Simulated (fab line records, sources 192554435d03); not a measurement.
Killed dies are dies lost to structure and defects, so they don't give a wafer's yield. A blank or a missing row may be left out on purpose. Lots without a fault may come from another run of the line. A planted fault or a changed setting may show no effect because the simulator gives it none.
One fault seen from 3 desks | flow n5_finfet | each desk has only its own numbers; what lay behind them comes last

THE METROLOGY DESK
What the gauges read, lot by lot, whatever tool the lot ran on: means of the sampled wafers that have a number. A lot is out of limits, marked OUT, if its mean lies more than 4 standard deviations from the usual mean; the brackets give that distance. Of its 12 readings 7 are shown: those that lie furthest out on some lot.
Columns: A = cd_nm at N5_HKMG_FIN_CD_MEAS_49, usual 201.7 nm; B = NDIPOLE_OVL at N5_HKMG_FIN_OVL_MEAS_50, usual -0.4 nm; C = DIBL_N at N5_BEOL_M4_RC_MEAS_101, usual 35.9 mV/V; D = DIBL_P at N5_BEOL_M4_RC_MEAS_101, usual 35.6 mV/V; E = IOFF_N at N5_BEOL_M4_RC_MEAS_101, usual 0.149 nA/um; F = ION_N at N5_BEOL_M4_RC_MEAS_101, usual 671 uA/um; G = SS_N at N5_BEOL_M4_RC_MEAS_101, usual 71.4 mV/dec
lot  | first seen here | A     | B    | C    | D    | E     | F   | G
L607 | day 5 06:26     | 202.1 | -0.2 | 34.8 | 35.4 | 0.144 | 668 | 71.5
L612 | day 6 04:58     | 201.1 | -0.2 | 34.6 | 35.0 | 0.139 | 673 | 70.9
L616 | day 7 09:10     | 201.6 | -0.4 | 34.2 | 32.5 | 0.123 | 666 | 71.0
L617 | day 7 16:40     | 201.6 | -0.3 | 36.9 | 37.3 | 0.165 | 674 | 71.9
L623 | day 9 03:09     | 201.7 | 0.0  | 34.8 | 33.9 | 0.124 | 664 | 71.6
L626 | day 9 16:43     | 200.9 | -1.0 | 36.3 | 35.9 | 0.177 | 685 | 71.7
This desk's finding: nothing out of limits on any of the 6 lots.

THE DEFECT DESK
What the inspections along the route counted, lot by lot: means of the sampled wafers that have a number. A lot is out of limits, marked OUT, if its mean lies more than 4 standard deviations from the usual mean; the brackets give that distance.
Columns: A = raw_defect_count at N5_HKMG_FIN_INSPECT_61, usual 1.9
lot  | first seen here | A
L607 | day 5 06:29     | 2.7
L612 | day 6 05:01     | 2.3
L616 | day 7 09:13     | 2.3
L617 | day 7 16:43     | 1.7
L623 | day 9 03:12     | 0.7
L626 | day 9 16:46     | 3.7
This desk's finding: nothing out of limits on any of the 6 lots.

THE TOOL OWNER'S DESK: rie_diel-05
The tool's own readings at N5_HKMG_FIN_ETCH_55 (etches SOC in N2/H2, target depth 240 nm, time 300 s): means of the sampled wafers that have a number, for each lot that ran on this tool. A lot is out of limits, marked OUT, if its mean lies more than 4 standard deviations from the usual mean; the brackets give that distance.
Columns: A = chamber_pressure_mTorr at N5_HKMG_FIN_ETCH_55, usual 30.000 mTorr; B = drypump_motor_current_A at N5_HKMG_FIN_ETCH_55, usual 5.8 A; C = oes_product_au at N5_HKMG_FIN_ETCH_55, usual 0.78 a.u.; D = rf_vpp_V at N5_HKMG_FIN_ETCH_55, usual 525.2 V; E = showerhead_plenum_p_Torr at N5_HKMG_FIN_ETCH_55, usual 2.59 Torr; F = throttle_valve_pct at N5_HKMG_FIN_ETCH_55, usual 17.90 %
lot  | first seen here | A      | B   | C    | D     | E    | F
L612 | day 6 05:09     | 29.974 | 5.5 | 0.82 | 526.1 | 2.63 | 17.71
L616 | day 7 09:21     | 30.001 | 5.7 | 0.76 | 526.4 | 2.60 | 17.80
L617 | day 7 16:51     | 29.998 | 5.1 | 0.70 | 527.3 | 2.65 | 17.62
This desk's finding: nothing out of limits on any of the 3 lots.

PUT TOGETHER
The metrology desk saw nothing out of limits.
The defect desk saw nothing out of limits.
The tool owner's desk saw nothing out of limits.

WHAT THE SIMULATOR HAD PUT IN
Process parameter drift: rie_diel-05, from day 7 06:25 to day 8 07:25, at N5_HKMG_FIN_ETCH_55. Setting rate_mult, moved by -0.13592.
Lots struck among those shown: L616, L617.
